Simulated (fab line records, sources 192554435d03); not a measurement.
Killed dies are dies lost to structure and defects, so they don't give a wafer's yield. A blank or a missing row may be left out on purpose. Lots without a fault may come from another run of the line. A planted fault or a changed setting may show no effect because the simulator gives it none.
A struck lot beside a sound one | flow n5_finfet | 41 steps out of a route of 1938
Sound: wafers L142.1, L142.2, L142.4. Struck: wafer L148.3. (L148.1, L148.6 of the same lot were not struck and are left out.) The cause comes at the end.
At each step with rows: each side's tool, then ch and its chambers, then its first start. Under that, the readings that differ: sound wafers | struck wafers | difference of the means | sigmas: that difference in standard deviations of wafers without a fault.
alike: readings whose means differ by less than 2 such deviations, and words and numbers that are the same on both sides. not compared: withheld readings, readings that some wafer has no value for, bounds like >300 that may hide the same value, and numbers for which the record gives no deviation and whose values overlap.
The two part at a step that has a row with sigmas, a row that says differs or no value, or rows on one side only. Numbers that don't overlap but have no deviation are shown without sigmas and don't part them. A reading that every wafer of one side lacks parts them only if that side has two wafers or more.

first, 9 steps without rows for these wafers: N5_BEOL_M5_DESCUM_33 (chemistry O2, time 7 s); N5_BEOL_M5_ETCH_75 (etches underlayer in N2/H2, target depth 6.5 nm, time 5.2 s); N5_BEOL_M5_ETCH_67 (etches SiARC in CF4, target depth 15.6 nm, time 26 s); N5_BEOL_M5_ETCH_68 (etches SOC in N2/H2, target depth 80 nm, overetch 16 nm, time 120 s); N5_BEOL_M5_STRIP_69 (strips in N2/H2); N5_BEOL_M5_STRIP_76 (strips in N2/H2); N5_BEOL_M5_VIA_ETCH_34 (etches SiCOH lowk in C4F6/O2, target depth 88.3 nm, time 39.2 s); N5_BEOL_M5_STRIP_85 (strips in C4F6/O2); N5_BEOL_M5_STRIP_36 (strips in N2/H2).
N5_BEOL_M5_TRENCH_ETCH_37: etches SiCOH lowk in C4F6/O2, target depth 71.652 nm, time 24.7 s.
  sound on rie_diel-05 ch 0,1,3, day 11 01:44; struck on rie_diel-05 ch 2, day 12 12:08
  reading                             | sound             | struck | difference | sigmas
  oes_f_703_au (a.u.)                 | 0.84 0.73 0.69    | 0.56   | -0.19      | -3
  rf_fwd_power_W (W)                  | 339.3 339.6 335.8 | 252.2  | -86.0      | -48
  rf_vpp_V (V)                        | 672 681 658       | 763    | +93        | +13
  model.BEOL_M5.feature_depth_nm (nm) | 73 71 71          | 65.4   | -6.3       |
  model.etch.depth_nm (nm)            | 73.03 70.95 71    | 65.3   | -6.4       |
  alike: drypump_motor_current_A, oes_product_au, showerhead_plenum_p_Torr, throttle_valve_pct
  not compared: rf_hours_counter_h
then, 2 steps without rows for these wafers: N5_BEOL_M5_ETCH_41 (etches SiCN in CH3F/O2, target depth 31.5 nm, time 56.7 s); N5_BEOL_M5_STRIP_91 (strips in N2/H2, time 10 s).
N5_BEOL_M5_OCD_MEAS_38:
  sound on ocd-02, day 11 01:53; struck on ocd-01, day 12 12:17
  reading              | sound          | struck | difference | sigmas
  trench_depth_nm (nm) | 73.2 70.9 70.9 | 64.9   | -6.8       | -6
then, 21 steps without rows for these wafers: N5_BEOL_M5_HM_STRIP_39 (strips TiN in peroxide tin strip, target depth 25 nm, time 158 s); N5_BEOL_M5_SRD_40 (time 30 s); N5_BEOL_M5_PRECLEAN_42 (cleans in residue remover, time 60 s); N5_BEOL_M5_SRD_43 (time 30 s); N5_BEOL_M5_CURE_80 (cures SiCOH lowk, time 120 s); N5_BEOL_M5_DEGAS_44 (time 60 s); N5_BEOL_M5_PRE_CLEAN_45 (time 30 s); N5_BEOL_M5_ALD_86 (deposits TaN, pulse time 2 s, purge time 3 s, co reactant purge time 2 s); N5_BEOL_M5_SURFACE_TREAT_87; N5_BEOL_M5_CVD_47 (deposits Co from CCTBA/H2, target thk 3 nm, time 216 s); N5_BEOL_M5_SPUTTER_48 (material Cu, target thk 15 nm, time 27.62 s); N5_BEOL_M5_ANNEAL_49 (time 1800 s); N5_BEOL_M5_SPUTTER_81 (material Cu, target thk 15 nm, time 27.62 s); N5_BEOL_M5_ANNEAL_82 (time 1800 s); N5_BEOL_M5_SPUTTER_83 (material Cu, target thk 15 nm, time 27.62 s); N5_BEOL_M5_ANNEAL_84 (time 1800 s); N5_BEOL_M5_SPUTTER_88 (material Cu, target thk 15 nm, time 27.62 s); N5_BEOL_M5_ANNEAL_89 (time 1800 s); N5_BEOL_M5_SPUTTER_90 (material Cu, target thk 4.5 nm, time 8.29 s); N5_BEOL_M5_ECD_50 (material Cu, target thk 300 nm); N5_BEOL_M5_ANNEAL_51 (time 90 s).
N5_BEOL_M5_CMP_52: polishes, stops on SiCOH lowk, t overpolish 6.9 s, target thk 62 nm.
  sound on cmp-01 ch 0,2,3, day 11 08:02; struck on cmp-04 ch 1, day 12 18:45
  reading                                | sound          | struck | difference | sigmas
  model.Cu_of_BEOL_M5_ECD_50.thk_nm (nm) | 63.2 61.2 60.4 | 55     | -7         |
  alike: barrier_field_endpoint_s, clearing_platen_down_force_psi, head_pressure_psi, motor_current_A, overpolish_run_s, pad_life_wafers, time_to_endpoint_s
N5_BEOL_M5_THK_MEAS_53: measures by xrf.
  sound on film_metro-02, day 11 08:20; struck on film_metro-02, day 12 19:01
  reading     | sound          | struck | difference | sigmas
  M5_THK (nm) | 64.7 62.4 61.6 | 55.0   | -7.9       | -5
then, 2 steps without rows for these wafers: N5_BEOL_M5_PRE_CLEAN_77 (time 15 s); N5_BEOL_M5_CO_CAP_78 (material Co, precursor CCTBA/H2, target thk 2 nm, time 102.1 s).
N5_BEOL_M5_RS_MEAS_57: measures by four-point-probe.
  sound on film_metro-02, day 11 08:35; struck on film_metro-01, day 12 19:16
  reading        | sound             | struck | difference | sigmas
  M5_RS (ohm/sq) | 0.378 0.394 0.399 | 0.449  | +0.059     | +5
-- the record jumps here: 3 days lie between the struck wafers' starts before and after (it left off in module BEOL_M5 and takes up again in module BEOL_M15, whose first step shown is number 1830 of the route) --
N5_BEOL_M15_RC_MEAS_101:
  sound on prober-01 ch 0, day 14 13:15; struck on prober-02 ch 0, day 15 17:54
  reading                   | sound             | struck | difference | sigmas
  SERP_M11 (ohm/um)         | 3.10 3.00 3.10    | 2.92   | -0.15      | -2
  SERP_M12 (ohm/um)         | 0.621 0.625 0.622 | 0.655  | +0.032     | +2
  SERP_M14 (ohm/um)         | 0.155 0.156 0.158 | 0.163  | +0.007     | +2
  SERP_M5 (ohm/um)          | 38.4 38.1 40.1    | 45.6   | +6.7       | +4
  SERP_M5_max_site (ohm/um) | 39.6 40.7 40.9    | 47.2   | +6.8       | +4
  SERP_M7 (ohm/um)          | 14.3 13.8 13.4    | 12.9   | -0.9       | -2
  SERP_M8 (ohm/um)          | 14.3 14.7 14.3    | 13.2   | -1.2       | -2
  alike: COMB_M10, COMB_M11, COMB_M11_max_site, COMB_M12, COMB_M13, COMB_M14, COMB_M15, COMB_M5, COMB_M6, COMB_M7, COMB_M8, COMB_M9, SERP_M10, SERP_M13, SERP_M6, SERP_M9
N5_PASSIVATION_PROBE_49:
  the record has rows for the struck wafers here (prober-01, day 16 12:06) and none for the sound ones

WHERE THEY PART
First at N5_BEOL_M5_TRENCH_ETCH_37; last, within this record, at N5_PASSIVATION_PROBE_49.

WHY: what the simulator had put in
Process parameter drift: rie_diel-05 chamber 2, from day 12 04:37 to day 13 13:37, at N5_BEOL_M5_TRENCH_ETCH_37. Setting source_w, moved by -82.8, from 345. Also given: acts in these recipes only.
